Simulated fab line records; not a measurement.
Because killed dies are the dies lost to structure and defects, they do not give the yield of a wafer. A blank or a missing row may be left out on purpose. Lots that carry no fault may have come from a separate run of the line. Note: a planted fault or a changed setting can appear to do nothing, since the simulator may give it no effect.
Comparing a struck lot with a sound one -- flow n5_finfet -- 41 steps out of a route of 1938
Sound: the wafers L158.1, L158.3, L158.4. Struck: wafer L167.6 (left out: L167.4, L167.5 of the same lot, which were not struck); the cause appears at the end.
Order at every step that has rows: each side's tool, ch and its chambers, its first start. Under that, the readings that differ: sound wafers -- struck wafers -- difference of the means -- sigmas: that difference in standard deviations of wafers without a fault.
alike: a reading whose means differ by less than 2 such deviations, as well as words and numbers matching on both sides. not compared: withheld readings; readings where some wafer has no value; bounds like >300 that might hide an equal value; numbers whose values overlap and for which the record gives no deviation.
The two part at a step that has a row with sigmas, a row that says differs or no value, or rows on one side only. When numbers do not overlap yet have no deviation, they are printed without sigmas and do not part them. A reading missing from all wafers of one side parts the sides only when that side holds two or more wafers.

first, 3 steps without rows for these wafers: N5_BEOL_M5_ALD_86 (deposits TaN, pulse time 2 s, purge time 3 s, co reactant purge time 2 s); N5_BEOL_M5_SURFACE_TREAT_87; N5_BEOL_M5_CVD_47 (deposits Co from CCTBA/H2, target thk 3 nm, time 216 s).
N5_BEOL_M5_SPUTTER_48: material Cu, target thk 15 nm, time 27.62 s.
  sound on pvd_sputter-01, day 8 21:46; struck on pvd_sputter-03, day 11 02:56
  alike: chuck_sensor_temp_C, throttle_valve_pct
then, 4 steps without rows for these wafers: N5_BEOL_M5_ANNEAL_49 (time 1800 s); N5_BEOL_M5_SPUTTER_81 (material Cu, target thk 15 nm, time 27.62 s); N5_BEOL_M5_ANNEAL_82 (time 1800 s); N5_BEOL_M5_SPUTTER_83 (material Cu, target thk 15 nm, time 27.62 s).
N5_BEOL_M5_ANNEAL_84: time 1800 s.
  sound on pvd_sputter-01, day 9 00:01; struck on pvd_sputter-03, day 11 05:11
  alike: heater_power_w
then, 2 steps without rows for these wafers: N5_BEOL_M5_SPUTTER_88 (material Cu, target thk 15 nm, time 27.62 s); N5_BEOL_M5_ANNEAL_89 (time 1800 s).
N5_BEOL_M5_SPUTTER_90: material Cu, target thk 4.5 nm, time 8.29 s.
  sound on pvd_sputter-01, day 9 02:07; struck on pvd_sputter-03, day 11 07:17
  alike: chuck_sensor_temp_C, throttle_valve_pct
N5_BEOL_M5_ECD_50: material Cu, target thk 300 nm.
  sound on ecd_cu-01 ch 0,1, day 9 02:14; struck on ecd_cu-01 ch 0,1, day 11 07:26
then, 1 step without rows for these wafers: N5_BEOL_M5_ANNEAL_51 (time 90 s).
N5_BEOL_M5_CMP_52: polishes, stops on SiCOH lowk, t overpolish 6.9 s, target thk 62 nm.
  sound on cmp-02 ch 0,1,2, day 9 02:37; struck on cmp-02 ch 2, day 11 08:07
  alike: barrier_field_endpoint_s, motor_current_A, overpolish_run_s, time_to_endpoint_s
N5_BEOL_M5_THK_MEAS_53: measures by xrf.
  sound on film_metro-01, day 9 02:55; struck on film_metro-01, day 11 08:22
  alike: M5_THK
then, 4 steps without rows for these wafers: N5_BEOL_M5_PRE_CLEAN_77 (time 15 s); N5_BEOL_M5_CO_CAP_78 (material Co, precursor CCTBA/H2, target thk 2 nm, time 102.1 s); N5_BEOL_M5_PRE_CLEAN_55 (time 15 s); N5_BEOL_M5_DEP_56 (deposits SiCN from 3MS/NH3, target thk 8 nm, time 14 s).
N5_BEOL_M5_RS_MEAS_57: a four-point-probe measurement.
  sound on film_metro-01, day 9 03:10; struck on film_metro-01, day 11 08:38
  alike: M5_RS
then, 1 step without rows for these wafers: N5_BEOL_M6_ILD_DEP_00 (deposits SiCOH lowk from DEMS/porogen, target thk 179.75 nm, time 33.4 s).
N5_BEOL_M6_CURE_74: cures SiCOH lowk, time 240 s.
  sound on uv_cure-03 ch 1, day 9 03:18; struck on uv_cure-03 ch 1, day 11 09:00
  alike: lamp_power_pct, wafer_temp_C_max
N5_BEOL_M6_THK_MEAS_01:
  sound on film_metro-01, day 9 03:49; struck on film_metro-01, day 11 09:16
reading,sound,struck,difference,sigmas
M6_ILD_THK (nm),151.8 153.9 154.7,159.6,+6.1,+3
then, 10 steps without rows for these wafers: N5_BEOL_M6_PECVD_70 (deposits SiO2 from TEOS/O2, target thk 20 nm, time 22.7 s); N5_BEOL_M6_HM_DEP_02 (deposits TiN, target thk 20 nm); N5_BEOL_M6_COAT_59 (time 60 s, resist thk 100 nm); N5_BEOL_M6_COAT_60 (time 60 s, resist thk 35 nm); N5_BEOL_M6_COAT_05 (resist thk 90 nm); N5_BEOL_M6_EBR_07; N5_BEOL_M6_SOFTBAKE_06 (time 60 s); N5_BEOL_M6_EXPOSE_08 (exposes mask M6); N5_BEOL_M6_PEB_09 (peb time 60 s); N5_BEOL_M6_DEVELOP_10 (develop time 30 s).
N5_BEOL_M6_CD_MEAS_11: the cd target is 38.5 nm.
  sound on cd_sem-01 ch 0, day 9 06:34; struck on cd_sem-02 ch 0, day 11 11:35
  alike: cd_nm
N5_BEOL_M6_OVL_MEAS_12:
  sound on overlay-02 ch 0, day 9 06:36; struck on overlay-01 ch 0, day 11 11:37
  alike: M6_OVL
then, 4 steps without rows for these wafers: N5_BEOL_M6_DESCUM_16 (chemistry O2, time 7.9 s); N5_BEOL_M6_ETCH_61 (etches SiARC in CF4, target depth 45.5 nm, time 75.8 s); N5_BEOL_M6_ETCH_62 (etches SOC in N2/H2, target depth 110 nm, overetch 22 nm, time 165 s); N5_BEOL_M6_STRIP_68 (strips in N2/H2).
-- the record jumps here: 4 days lie between the struck wafers' starts before and after (it left off in module BEOL_M6 and takes up again in module PASSIVATION, whose first step shown is number 1936 of the route) --
N5_PASSIVATION_PROBE_49:
  record: rows for the struck wafers here (prober-02, day 15 07:55), none for the sound ones

== WHERE THEY PART ==
Last at N5_PASSIVATION_PROBE_49 as far as this record goes, first at N5_BEOL_M6_THK_MEAS_01.

WHY: the cause the simulator had injected
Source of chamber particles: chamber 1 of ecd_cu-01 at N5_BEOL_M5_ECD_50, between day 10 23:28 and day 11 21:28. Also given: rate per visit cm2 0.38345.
